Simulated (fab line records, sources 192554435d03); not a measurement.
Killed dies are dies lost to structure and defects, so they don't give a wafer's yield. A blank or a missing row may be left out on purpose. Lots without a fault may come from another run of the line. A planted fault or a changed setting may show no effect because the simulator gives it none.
Which tool did it? | flow n5_finfet | 11 lots, 33 wafers sampled, at 3 steps of a route of 1938

WHAT THE GAUGES READ, wafer by wafer
N5_PASSIVATION_CD_MEAS_10: target cd 3000 nm.
lot  | measured     | on        | cd_nm (nm)
L873 | day 12 17:32 | cd_sem-01 | 2997.7 2997.2 2997.4
L879 | day 14 01:12 | cd_sem-01 | 2996.7 2995.0 2995.6
L878 | day 14 03:38 | cd_sem-02 | 2996.4 2995.8 2997.7
L882 | day 14 13:25 | cd_sem-01 | 2998.8 3000.7 3001.1
L885 | day 15 12:23 | cd_sem-01 | 2996.4 2996.3 2994.7
L886 | day 15 16:09 | cd_sem-01 | 2997.3 2997.2 2997.8
L887 | day 16 01:41 | cd_sem-02 | 3001.4 2998.8 3001.8
L889 | day 16 01:23 | cd_sem-02 | 3001.1 3002.1 2999.2
L891 | day 17 00:43 | cd_sem-02 | 3000.1 3001.1 3001.9
L893 | day 17 03:14 | cd_sem-02 | 3003.1 3000.7 3001.8
L894 | day 18 06:03 | cd_sem-01 | 2999.9 3001.8 2998.4

WHICH TOOL RAN EACH LOT (tool, then ch and the chambers of the sampled wafers, then the start)
lot  | N5_BEOL_M2_ETCH_69                 | N5_MIM_TOP_DEGAS_04
L873 | rie_diel-04 ch 0,2, day 7 01:04    | pvd_sputter-02, day 12 12:34
L879 | rie_diel-04 ch 1,3, day 8 03:30    | pvd_sputter-01, day 13 22:23
L878 | rie_diel-04 ch 0,1,3, day 8 14:34  | pvd_sputter-03, day 14 00:57
L882 | rie_diel-04 ch 0,1, day 9 03:37    | pvd_sputter-02, day 14 08:16
L885 | rie_diel-02 ch 0,2,3, day 10 06:16 | pvd_sputter-01, day 15 08:41
L886 | rie_diel-05 ch 0,1,2, day 10 09:24 | pvd_sputter-02, day 15 12:08
L887 | rie_diel-02 ch 1,2, day 10 15:10   | pvd_sputter-03, day 15 22:33
L889 | rie_diel-05 ch 1,3, day 11 03:10   | pvd_sputter-01, day 15 21:16
L891 | rie_diel-02 ch 0,1,3, day 11 06:05 | pvd_sputter-02, day 16 21:19
L893 | rie_diel-05 ch 1,2,3, day 11 17:16 | pvd_sputter-03, day 17 00:38
L894 | rie_diel-04 ch 0,3, day 12 08:44   | pvd_sputter-01, day 18 01:37
- N5_BEOL_M2_ETCH_69: etches SiARC in CF4, target depth 15.6 nm, time 26 s.
- N5_MIM_TOP_DEGAS_04: time 60 s.

THE ANSWER, worked out from the rows above alone
Rule: what is usual is taken from the lots themselves. Put in order of their means at a reading, lots are off if they are a third of the lots or fewer, leave a main group of 4 or more, and stand apart from it by a gap of 3 or more times the standard deviation of the main group's means; of several such gaps the widest counts. A main group whose means are all the same, to the digits that the tables above print for the reading, isn't used. A lot without any number at a reading at which 4 lots or more have one is off too. The other lots that the step has rows for count as sound.
No lot is off at any reading shown: from this, nothing can be told.

WHAT THE SIMULATOR HAD PUT IN
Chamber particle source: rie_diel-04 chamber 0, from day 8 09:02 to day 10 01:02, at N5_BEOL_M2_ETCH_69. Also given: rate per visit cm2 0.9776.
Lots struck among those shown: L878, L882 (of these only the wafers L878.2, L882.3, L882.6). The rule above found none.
